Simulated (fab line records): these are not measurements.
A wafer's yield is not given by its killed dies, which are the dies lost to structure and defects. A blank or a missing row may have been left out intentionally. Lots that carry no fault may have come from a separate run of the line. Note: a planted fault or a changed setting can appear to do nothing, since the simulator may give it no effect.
Code-filled problem report in 8D (eight disciplines) form ; flow n5-finfet ; the parts of the form that need people (team, actions taken, sign-off) are left out

1. THE PROBLEM
Wafers without a fault read 150.0 W, standard deviation 0.41; bias-w at N5_BEOL_M6_ETCH_66 reads a mean of 125.5 W on 9 wafers belonging to 3 lots. That puts it -60 standard deviations away from the usual mean.
The step: etches SOC in N2/H2, target depth 80 nm, overetch 16 nm, time 120 s.
First seen on wafer L328.1, day 9 21:10, on rie-diel-05. The record has a number at this step for 30 wafers belonging to 10 lots. The rule behind "out" and "out of limits": a value lying over 4 standard deviations away from the usual mean. The rest of the wafers with a number are treated as sound.

2. WHAT THIS IS AND IS NOT
question;is;is not
which readings at this step;bias-w, rf-vpp-V;drypump-motor-current-A, oes-product-au, showerhead-plenum-p-Torr, throttle-valve-pct
which lots;L328, L333, L334;L327, L331, L341, L346, L347, L349, L350
which wafers of those lots;all that have a number;-
read on which tools;rie-diel-05;rie-diel-01, rie-diel-06
when;from day 9 21:10;"up to then (3 sound wafers); but 18 sound wafers of L331, L341, L346, L347, L349, L350 came after"

3. WHAT RULES OUT EACH SUSPECT
Counting: a tool stays on the suspect list if, at a process step up to the reading, it processed all lots that are out and no sound lot following the first of them.
- rie-diel-05 at N5_BEOL_M6_ETCH_72 (etches underlayer in N2/H2, target depth 6.5 nm, time 5.2 s): ruled out as a lasting fault. Sound lots L346, L347, L349 ran on it after its first lot that is out, L328 (day 9 21:07).
- rie-diel-05 at N5_BEOL_M6_ETCH_66 (etches SOC in N2/H2, target depth 80 nm, overetch 16 nm, time 120 s): ruled out as a lasting fault. Sound lots L346, L347, L349 ran on it after its first lot that is out, L328 (day 9 21:10).
Left after counting: nothing in the record.

4. THE CAUSE (what the simulator had put in)
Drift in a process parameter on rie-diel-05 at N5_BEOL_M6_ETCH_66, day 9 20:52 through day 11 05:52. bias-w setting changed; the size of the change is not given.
Counting ruled it out, wrongly.

5. SEQUENCE OF EFFECTS, ordered by route
Each row: a reading where the mean over the struck wafers with a number is more than 3 standard deviations away from the usual. Scope: only readings with a usual standard deviation given in the record; hours: median across lots of the time from each lot's start at the first step in this table that gives one to its start at this step; sigmas: change in usual standard deviations.
hours;step;reading;usual;on struck wafers;change;sigmas
0;N5_BEOL_M6_ETCH_66;bias-w;150.0 W;125.5;-24.5;-60
0;N5_BEOL_M6_ETCH_66;rf-vpp-V;523.2 V;466.0;-57.2;-23
The process steps in it:
- N5_BEOL_M6_ETCH_66: etches SOC in N2/H2, target depth 80 nm, overetch 16 nm, time 120 s.
Later measuring or inspecting steps at which every struck wafer that the step has a row for has a number for every such reading, and none has moved that far: N5_BEOL_M6_OCD_MEAS_38.

6. HOW IT WOULD HAVE BEEN CAUGHT EARLIER
0 hours passed between the start of the fault at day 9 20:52 and the first reading out of limits in this record, taken at day 9 21:10.
